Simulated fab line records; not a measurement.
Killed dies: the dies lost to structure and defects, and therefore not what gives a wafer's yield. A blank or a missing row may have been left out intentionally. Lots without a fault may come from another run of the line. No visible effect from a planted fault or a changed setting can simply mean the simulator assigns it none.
Which tool was responsible? :: flow nand-harc :: Sampling: 13 lots, 39 wafers, 5 of 1159 route steps

== WHAT THE GAUGES SHOWED, per wafer ==
NHARC_END_SORT_01.
lot: L270
measured: day 19 15:26
on: prober-01
killed-at-array: 29 17 22
killed-at-other: 2 0 0
killed-at-periphery: 3 3 5
killed-dies: 34 20 27
killed-open: 4 1 4
killed-short: 5 1 3

lot: L273
measured: day 20 00:14
on: prober-02
killed-at-array: 11 11 13
killed-at-other: 1 2 0
killed-at-periphery: 2 3 4
killed-dies: 14 16 17
killed-open: 2 0 4
killed-short: 2 2 0

lot: L271
measured: day 19 16:14
on: prober-02
killed-at-array: 27 21 19
killed-at-other: 1 1 0
killed-at-periphery: 5 1 3
killed-dies: 33 23 22
killed-open: 4 3 4
killed-short: 1 1 3

lot: L272
measured: day 20 00:17
on: prober-01
killed-at-array: 22 25 19
killed-at-other: 0 0 0
killed-at-periphery: 3 2 3
killed-dies: 25 27 22
killed-open: 4 4 3
killed-short: 0 1 0

lot: L275
measured: day 21 03:29
on: prober-02
killed-at-array: 34 38 30
killed-at-other: 3 3 3
killed-at-periphery: 3 5 3
killed-dies: 40 46 36
killed-open: 5 6 5
killed-short: 1 4 2

lot: L274
measured: day 21 05:05
on: prober-01
killed-at-array: 20 21 27
killed-at-other: 0 0 0
killed-at-periphery: 3 0 5
killed-dies: 23 21 32
killed-open: 3 3 7
killed-short: 3 2 4

lot: L279
measured: day 21 20:40
on: prober-02
killed-at-array: 15 16 11
killed-at-other: 0 0 1
killed-at-periphery: 1 2 68
killed-dies: 16 18 80
killed-open: 4 5 4
killed-short: 1 4 2

lot: L281
measured: day 22 03:39
on: prober-02
killed-at-array: 14 18 15
killed-at-other: 0 0 0
killed-at-periphery: 2 0 0
killed-dies: 16 18 15
killed-open: 4 4 2
killed-short: 0 0 0

lot: L284
measured: day 22 12:19
on: prober-01
killed-at-array: 54 52 54
killed-at-other: 1 2 0
killed-at-periphery: 2 3 3
killed-dies: 57 57 57
killed-open: 5 2 4
killed-short: 1 2 3

lot: L283
measured: day 22 12:06
on: prober-02
killed-at-array: 16 10 15
killed-at-other: 0 0 0
killed-at-periphery: 2 2 5
killed-dies: 18 12 20
killed-open: 4 2 7
killed-short: 0 2 3

lot: L288
measured: day 23 22:45
on: prober-01
killed-at-array: 37 53 52
killed-at-other: 0 0 0
killed-at-periphery: 0 3 0
killed-dies: 37 56 52
killed-open: 1 1 5
killed-short: 0 4 1

lot: L290
measured: day 24 19:07
on: prober-01
killed-at-array: 23 18 24
killed-at-other: 0 1 2
killed-at-periphery: 4 2 3
killed-dies: 27 21 29
killed-open: 8 4 5
killed-short: 0 0 0

lot: L292
measured: day 25 08:26
on: prober-01
killed-at-array: 41 29 40
killed-at-other: 0 0 1
killed-at-periphery: 2 3 3
killed-dies: 43 32 44
killed-open: 2 0 4
killed-short: 1 4 2

== EACH LOT AND THE TOOL THAT RAN IT (in order: tool; ch and the chambers of the sampled wafers; start) ==
lot: L270
NHARC_P_GATE_STRIP_95: plasma-asher-02 ch 0,1, day 5 14:34
NHARC_P_CONTACT_DEP_30: pecvd-04 ch 0,1,2, day 5 16:29
NHARC_P_CONTACT_EXPOSE_09: arfi-scanner-01 ch 0, day 5 17:52
NHARC_P_CONTACT_ETCH_35: rie-diel-09 ch 0,1,3, day 5 18:17

lot: L273
NHARC_P_GATE_STRIP_95: plasma-asher-02 ch 0,1, day 6 03:34
NHARC_P_CONTACT_DEP_30: pecvd-01 ch 1,2, day 6 05:30
NHARC_P_CONTACT_EXPOSE_09: arfi-scanner-01 ch 0, day 6 06:44
NHARC_P_CONTACT_ETCH_35: rie-diel-06 ch 0,1,2, day 6 07:12

lot: L271
NHARC_P_GATE_STRIP_95: plasma-asher-01 ch 0,1, day 6 03:58
NHARC_P_CONTACT_DEP_30: pecvd-01 ch 0,1,2, day 6 05:59
NHARC_P_CONTACT_EXPOSE_09: arfi-scanner-02 ch 0, day 6 07:21
NHARC_P_CONTACT_ETCH_35: rie-diel-09 ch 0,2,3, day 6 07:46

lot: L272
NHARC_P_GATE_STRIP_95: plasma-asher-02 ch 0,1, day 6 04:20
NHARC_P_CONTACT_DEP_30: pecvd-04 ch 0,1,2, day 6 06:15
NHARC_P_CONTACT_EXPOSE_09: arfi-scanner-01 ch 0, day 6 07:39
NHARC_P_CONTACT_ETCH_35: rie-diel-06 ch 0,2,3, day 6 08:05

lot: L275
NHARC_P_GATE_STRIP_95: plasma-asher-02 ch 0, day 6 17:38
NHARC_P_CONTACT_DEP_30: pecvd-03 ch 0,1, day 6 19:34
NHARC_P_CONTACT_EXPOSE_09: arfi-scanner-01 ch 0, day 6 20:50
NHARC_P_CONTACT_ETCH_35: rie-diel-06 ch 1,2,3, day 6 21:16

lot: L274
NHARC_P_GATE_STRIP_95: plasma-asher-02 ch 0,1, day 6 20:34
NHARC_P_CONTACT_DEP_30: pecvd-01 ch 0,1,2, day 6 22:31
NHARC_P_CONTACT_EXPOSE_09: arfi-scanner-03 ch 0, day 6 23:52
NHARC_P_CONTACT_ETCH_35: rie-diel-06 ch 1,2, day 7 00:19

lot: L279
NHARC_P_GATE_STRIP_95: plasma-asher-02 ch 0,1, day 8 03:51
NHARC_P_CONTACT_DEP_30: pecvd-03 ch 0,1, day 8 05:48
NHARC_P_CONTACT_EXPOSE_09: arfi-scanner-01 ch 0, day 8 07:08
NHARC_P_CONTACT_ETCH_35: rie-diel-09 ch 1,2,3, day 8 07:34

lot: L281
NHARC_P_GATE_STRIP_95: plasma-asher-02 ch 0,1, day 8 13:50
NHARC_P_CONTACT_DEP_30: pecvd-03 ch 0,1, day 8 15:52
NHARC_P_CONTACT_EXPOSE_09: arfi-scanner-02 ch 0, day 8 17:17
NHARC_P_CONTACT_ETCH_35: rie-diel-09 ch 2,3, day 8 17:41

lot: L284
NHARC_P_GATE_STRIP_95: plasma-asher-01 ch 0,1, day 8 20:52
NHARC_P_CONTACT_DEP_30: pecvd-03 ch 0,1, day 8 22:44
NHARC_P_CONTACT_EXPOSE_09: arfi-scanner-02 ch 0, day 9 00:01
NHARC_P_CONTACT_ETCH_35: rie-diel-06 ch 0,1,3, day 9 00:25

lot: L283
NHARC_P_GATE_STRIP_95: plasma-asher-01 ch 0,1, day 9 00:13
NHARC_P_CONTACT_DEP_30: pecvd-04 ch 1,2, day 9 02:25
NHARC_P_CONTACT_EXPOSE_09: arfi-scanner-02 ch 0, day 9 03:42
NHARC_P_CONTACT_ETCH_35: rie-diel-09 ch 0,1,2, day 9 04:08

lot: L288
NHARC_P_GATE_STRIP_95: plasma-asher-01 ch 0,1, day 10 03:45
NHARC_P_CONTACT_DEP_30: pecvd-03 ch 0,1,2, day 10 06:45
NHARC_P_CONTACT_EXPOSE_09: arfi-scanner-02 ch 0, day 10 08:09
NHARC_P_CONTACT_ETCH_35: rie-diel-09 ch 0,1,2, day 10 08:34

lot: L290
NHARC_P_GATE_STRIP_95: plasma-asher-02 ch 0,1, day 10 20:19
NHARC_P_CONTACT_DEP_30: pecvd-03 ch 0,2, day 10 22:17
NHARC_P_CONTACT_EXPOSE_09: arfi-scanner-02 ch 0, day 10 23:37
NHARC_P_CONTACT_ETCH_35: rie-diel-09 ch 0,1,3, day 11 00:02

lot: L292
NHARC_P_GATE_STRIP_95: plasma-asher-02 ch 0, day 10 23:15
NHARC_P_CONTACT_DEP_30: pecvd-03 ch 0,1,2, day 11 01:08
NHARC_P_CONTACT_EXPOSE_09: arfi-scanner-02 ch 0, day 11 02:25
NHARC_P_CONTACT_ETCH_35: rie-diel-09 ch 2,3, day 11 02:50
- NHARC_P_GATE_STRIP_95: strips in O2.
- NHARC_P_CONTACT_DEP_30: deposits SiNx, target thk 30 nm.
- NHARC_P_CONTACT_EXPOSE_09: exposes mask P CA, target cd 90 nm.
- NHARC_P_CONTACT_ETCH_35: etches the open film in CF4, target depth 39 nm, time 65 s.

== WHAT THE TOOLS THEMSELVES READ (means of the sampled wafers that have a number; where no wafer has one, the mark that the record gives instead) ==
NHARC_P_GATE_STRIP_95.
lot: L270
tool: plasma-asher-02
drypump-motor-current-A (A): 5.1
heater-power-w (W): 349

lot: L273
tool: plasma-asher-02
drypump-motor-current-A (A): 5.1
heater-power-w (W): 350

lot: L271
tool: plasma-asher-01
drypump-motor-current-A (A): 5.5
heater-power-w (W): 344

lot: L272
tool: plasma-asher-02
drypump-motor-current-A (A): 5.4
heater-power-w (W): 337

lot: L275
tool: plasma-asher-02
drypump-motor-current-A (A): 4.8
heater-power-w (W): 354

lot: L274
tool: plasma-asher-02
drypump-motor-current-A (A): 5.4
heater-power-w (W): 338

lot: L279
tool: plasma-asher-02
drypump-motor-current-A (A): 5.4
heater-power-w (W): 340

lot: L281
tool: plasma-asher-02
drypump-motor-current-A (A): 5.5
heater-power-w (W): 332

lot: L284
tool: plasma-asher-01
drypump-motor-current-A (A): 5.5
heater-power-w (W): 339

lot: L283
tool: plasma-asher-01
drypump-motor-current-A (A): 5.5
heater-power-w (W): 341

lot: L288
tool: plasma-asher-01
drypump-motor-current-A (A): 5.4
heater-power-w (W): 336

lot: L290
tool: plasma-asher-02
drypump-motor-current-A (A): 5.1
heater-power-w (W): 358

lot: L292
tool: plasma-asher-02
drypump-motor-current-A (A): 4.8
heater-power-w (W): 373

NHARC_P_CONTACT_DEP_30.
lot: L270
tool: pecvd-04
heater-power-w (W): 697

lot: L273
tool: pecvd-01
heater-power-w (W): 788

lot: L271
tool: pecvd-01
heater-power-w (W): 761

lot: L272
tool: pecvd-04
heater-power-w (W): 713

lot: L275
tool: pecvd-03
heater-power-w (W): 735

lot: L274
tool: pecvd-01
heater-power-w (W): 787

lot: L279
tool: pecvd-03
heater-power-w (W): 770

lot: L281
tool: pecvd-03
heater-power-w (W): 701

lot: L284
tool: pecvd-03
heater-power-w (W): 689

lot: L283
tool: pecvd-04
heater-power-w (W): 655

lot: L288
tool: pecvd-03
heater-power-w (W): 702

lot: L290
tool: pecvd-03
heater-power-w (W): 660

lot: L292
tool: pecvd-03
heater-power-w (W): 738

NHARC_P_CONTACT_EXPOSE_09.
lot: L270
tool: arfi-scanner-01
exposure-dose-mJ-cm2: 81.31

lot: L273
tool: arfi-scanner-01
exposure-dose-mJ-cm2: 81.23

lot: L271
tool: arfi-scanner-02
exposure-dose-mJ-cm2: 81.28

lot: L272
tool: arfi-scanner-01
exposure-dose-mJ-cm2: 81.22

lot: L275
tool: arfi-scanner-01
exposure-dose-mJ-cm2: 81.42

lot: L274
tool: arfi-scanner-03
exposure-dose-mJ-cm2: 81.29

lot: L279
tool: arfi-scanner-01
exposure-dose-mJ-cm2: 84.05

lot: L281
tool: arfi-scanner-02
exposure-dose-mJ-cm2: 81.31

lot: L284
tool: arfi-scanner-02
exposure-dose-mJ-cm2: 81.21

lot: L283
tool: arfi-scanner-02
exposure-dose-mJ-cm2: 81.25

lot: L288
tool: arfi-scanner-02
exposure-dose-mJ-cm2: 81.40

lot: L290
tool: arfi-scanner-02
exposure-dose-mJ-cm2: 81.35

lot: L292
tool: arfi-scanner-02
exposure-dose-mJ-cm2: 81.30

NHARC_P_CONTACT_ETCH_35.
lot: L270
tool: rie-diel-09
drypump-motor-current-A (A): 5.8
mfc-ar-sccm (sccm): 0.007
oes-product-au (a.u.): 1.012
rf-vpp-V (V): 150.7
showerhead-plenum-p-Torr (Torr): 1.73
throttle-valve-pct (%): 13.280

lot: L273
tool: rie-diel-06
drypump-motor-current-A (A): 5.5
mfc-ar-sccm (sccm): 0.005
oes-product-au (a.u.): 1.009
rf-vpp-V (V): 151.0
showerhead-plenum-p-Torr (Torr): 1.80
throttle-valve-pct (%): 13.283

lot: L271
tool: rie-diel-09
drypump-motor-current-A (A): 6.0
mfc-ar-sccm (sccm): 0.008
oes-product-au (a.u.): 1.001
rf-vpp-V (V): 151.5
showerhead-plenum-p-Torr (Torr): 1.73
throttle-valve-pct (%): 13.289

lot: L272
tool: rie-diel-06
drypump-motor-current-A (A): 5.5
mfc-ar-sccm (sccm): 0.005
oes-product-au (a.u.): 1.013
rf-vpp-V (V): 151.6
showerhead-plenum-p-Torr (Torr): 1.75
throttle-valve-pct (%): 13.293

lot: L275
tool: rie-diel-06
drypump-motor-current-A (A): 5.9
mfc-ar-sccm (sccm): 0.000
oes-product-au (a.u.): 1.004
rf-vpp-V (V): 150.9
showerhead-plenum-p-Torr (Torr): 1.75
throttle-valve-pct (%): 13.276

lot: L274
tool: rie-diel-06
drypump-motor-current-A (A): 5.9
mfc-ar-sccm (sccm): 0.000
oes-product-au (a.u.): 1.006
rf-vpp-V (V): 150.9
showerhead-plenum-p-Torr (Torr): 1.80
throttle-valve-pct (%): 13.287

lot: L279
tool: rie-diel-09
drypump-motor-current-A (A): 5.9
mfc-ar-sccm (sccm): 0.006
oes-product-au (a.u.): 0.996
rf-vpp-V (V): 150.2
showerhead-plenum-p-Torr (Torr): 1.75
throttle-valve-pct (%): 13.281

lot: L281
tool: rie-diel-09
drypump-motor-current-A (A): 6.0
mfc-ar-sccm (sccm): 0.008
oes-product-au (a.u.): 0.986
rf-vpp-V (V): 150.5
showerhead-plenum-p-Torr (Torr): 1.74
throttle-valve-pct (%): 13.290

lot: L284
tool: rie-diel-06
drypump-motor-current-A (A): 5.5
mfc-ar-sccm (sccm): 0.005
oes-product-au (a.u.): 0.990
rf-vpp-V (V): 150.6
showerhead-plenum-p-Torr (Torr): 1.77
throttle-valve-pct (%): 13.281

lot: L283
tool: rie-diel-09
drypump-motor-current-A (A): 5.8
mfc-ar-sccm (sccm): 0.004
oes-product-au (a.u.): 1.004
rf-vpp-V (V): 150.0
showerhead-plenum-p-Torr (Torr): 1.73
throttle-valve-pct (%): 13.286

lot: L288
tool: rie-diel-09
drypump-motor-current-A (A): 5.8
mfc-ar-sccm (sccm): 0.004
oes-product-au (a.u.): 0.998
rf-vpp-V (V): 151.4
showerhead-plenum-p-Torr (Torr): 1.73
throttle-valve-pct (%): 13.283

lot: L290
tool: rie-diel-09
drypump-motor-current-A (A): 5.8
mfc-ar-sccm (sccm): 0.007
oes-product-au (a.u.): 0.987
rf-vpp-V (V): 150.8
showerhead-plenum-p-Torr (Torr): 1.73
throttle-valve-pct (%): 13.284

lot: L292
tool: rie-diel-09
drypump-motor-current-A (A): 6.0
mfc-ar-sccm (sccm): 0.010
oes-product-au (a.u.): 0.973
rf-vpp-V (V): 151.0
showerhead-plenum-p-Torr (Torr): 1.74
throttle-valve-pct (%): 13.274

== THE ANSWER, worked out from the rows above alone ==
Rule: the usual values come from the lots themselves. The widest of any qualifying gaps counts: lots, ordered by their means at a reading, are off when they make up no more than a third of the lots, leave a main group of 4 or more, and stand apart from it by 3 or more times the standard deviation of that group's means. The tables above print the reading to a certain number of digits; a main group whose means all agree to those digits is not used. Also off: a lot with no number at a reading for which 4 or more lots have one. Any other lot the step has rows for is counted as sound. After the gauges, taken in route order, come the tools' own readings; for these a lot's mean is taken, as printed above. The first step at which some lot is off is used, and at that step the reading that is off furthest; a lot without a number counts as furthest.
Off, at NHARC_END_SORT_01 on killed-at-periphery: L279. For the main group the mean is 2.6 and the standard deviation 0.88.
If a tool, at a process step before that reading, ran all the lots that are off and no sound lot after the first of them, it fits. Not tried: the gauges at NHARC_END_SORT_01; whatever is off there is also off at NHARC_P_CONTACT_EXPOSE_09, on other tools, and gauge error can't account for it. One fits: NHARC_P_CONTACT_EXPOSE_09 on arfi-scanner-01. A fault onset in the window from L275 (day 6 20:50, its last sound lot) to L279 (day 8 07:08, its first lot off) fits.
On the lots that are off, the tool's own readings at NHARC_P_CONTACT_EXPOSE_09 differ by more than 5 times the standard deviation of the sound lots' means, which bears it out; exposure-dose-mJ-cm2 reads 84.05 there versus 81.30 on the sound lots.

== WHAT WAS PUT IN BY THE SIMULATOR ==
Process parameters drifting: arfi-scanner-01 at NHARC_P_CONTACT_EXPOSE_09, beginning at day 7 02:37. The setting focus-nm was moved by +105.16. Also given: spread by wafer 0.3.
Lots struck among those shown: L279. Same finding as the rule above.
